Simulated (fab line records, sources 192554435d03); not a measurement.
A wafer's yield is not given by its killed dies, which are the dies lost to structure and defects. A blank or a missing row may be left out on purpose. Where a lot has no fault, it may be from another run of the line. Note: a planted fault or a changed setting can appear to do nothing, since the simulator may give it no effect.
Matching of chambers + flow n5_finfet + N5_SD_EPI_P_ETCH_16 on rie_diel-05 has 4 sister chambers
The step etches SiO2 in CHF3/O2, target depth 5 nm. 20 wafers are shown with their chamber, then 10 later ones without.

## WAFERS PAIRED WITH THEIR CHAMBERS
| wafer  | chamber | rf_vpp_V (V) | showerhead_plenum_p_Torr (Torr) | throttle_valve_pct (%) |
|--------|---------|--------------|---------------------------------|------------------------|
| L075.1 | 3       | 524          | 2.47                            | 19.03                  |
| L075.4 | 0       | 494          | 2.34                            | 18.88                  |
| L075.5 | 3       | 525          | 2.47                            | 19.05                  |
| L076.4 | 2       | 531          | 2.44                            | 18.34                  |
| L076.5 | 2       | 532          | 2.44                            | 18.33                  |
| L076.6 | 3       | 525          | 2.47                            | 19.04                  |
| L078.1 | 2       | 532          | 2.44                            | 18.32                  |
| L078.5 | 0       | 495          | 2.34                            | 18.91                  |
| L078.6 | 1       | 520          | 2.47                            | 18.58                  |
| L086.2 | 3       | 523          | 2.46                            | 18.78                  |
| L086.3 | 0       | 494          | 2.33                            | 18.95                  |
| L086.6 | 2       | 532          | 2.44                            | 18.37                  |
| L087.1 | 2       | 531          | 2.44                            | 18.35                  |
| L087.5 | 1       | 522          | 2.46                            | 18.62                  |
| L087.6 | 2       | 530          | 2.44                            | 18.36                  |
| L089.1 | 1       | 522          | 2.46                            | 18.64                  |
| L089.3 | 2       | 531          | 2.43                            | 18.36                  |
| L089.5 | 0       | 496          | 2.33                            | 18.94                  |
| L091.2 | 0       | 495          | 2.33                            | 18.96                  |
| L091.4 | 1       | 520          | 2.46                            | 18.64                  |

SIGNATURES (means of the wafers above)
| reading                  | chamber 0 | chamber 1 | chamber 2 | chamber 3 | scatter within a chamber |
|--------------------------|-----------|-----------|-----------|-----------|--------------------------|
| rf_vpp_V                 | 494.80    | 521.00    | 531.29    | 524.25    | 0.901                    |
| showerhead_plenum_p_Torr | 2.3340    | 2.4625    | 2.4386    | 2.4675    | 0.00472                  |
| throttle_valve_pct       | 18.9280   | 18.6200   | 18.3471   | 18.9750   | 0.061                    |
Rule: for a wafer and a chamber, the distance is found by dividing, reading by reading, the gap between the wafer's reading and the chamber's mean by the reading's scatter, squaring, summing and taking the root. If the next closest chamber is less than 2 further off than the closest, the wafer can't be placed; otherwise it belongs to the closest. How the scatter is found: for the shown wafers, subtract from each reading the mean of its chamber, square and add these, divide the total by (wafers less chambers), then take the root.

## WAFERS WITH NO CHAMBER GIVEN
| wafer  | rf_vpp_V (V) | showerhead_plenum_p_Torr (Torr) | throttle_valve_pct (%) |
|--------|--------------|---------------------------------|------------------------|
| L091.6 | 530          | 2.43                            | 18.38                  |
| L092.1 | 495          | 2.33                            | 18.95                  |
| L092.2 | 522          | 2.46                            | 18.66                  |
| L092.3 | 532          | 2.43                            | 18.37                  |
| L095.2 | 531          | 2.43                            | 18.38                  |
| L095.5 | 521          | 2.45                            | 18.65                  |
| L095.6 | 496          | 2.33                            | 18.95                  |
| L097.3 | 529          | 2.43                            | 18.39                  |
| L097.4 | 525          | 2.46                            | 18.80                  |
| L097.5 | 523          | 2.46                            | 18.80                  |

## CHAMBER TAKEN BY EACH
| wafer  | from the rows above     | in truth |
|--------|-------------------------|----------|
| L091.6 | 2                       | 2        |
| L092.1 | 0                       | 0        |
| L092.2 | 1                       | 1        |
| L092.3 | 2                       | 2        |
| L095.2 | 2                       | 2        |
| L095.5 | 1                       | 1        |
| L095.6 | 0                       | 0        |
| L097.3 | 2                       | 2        |
| L097.4 | can't be placed: 3 or 1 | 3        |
| L097.5 | can't be placed: 3 or 1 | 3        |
Placed correctly: 8 of 10. Can't be placed from these rows: 2 (the true chamber is among the candidates in 2). Wrongly placed: 0.
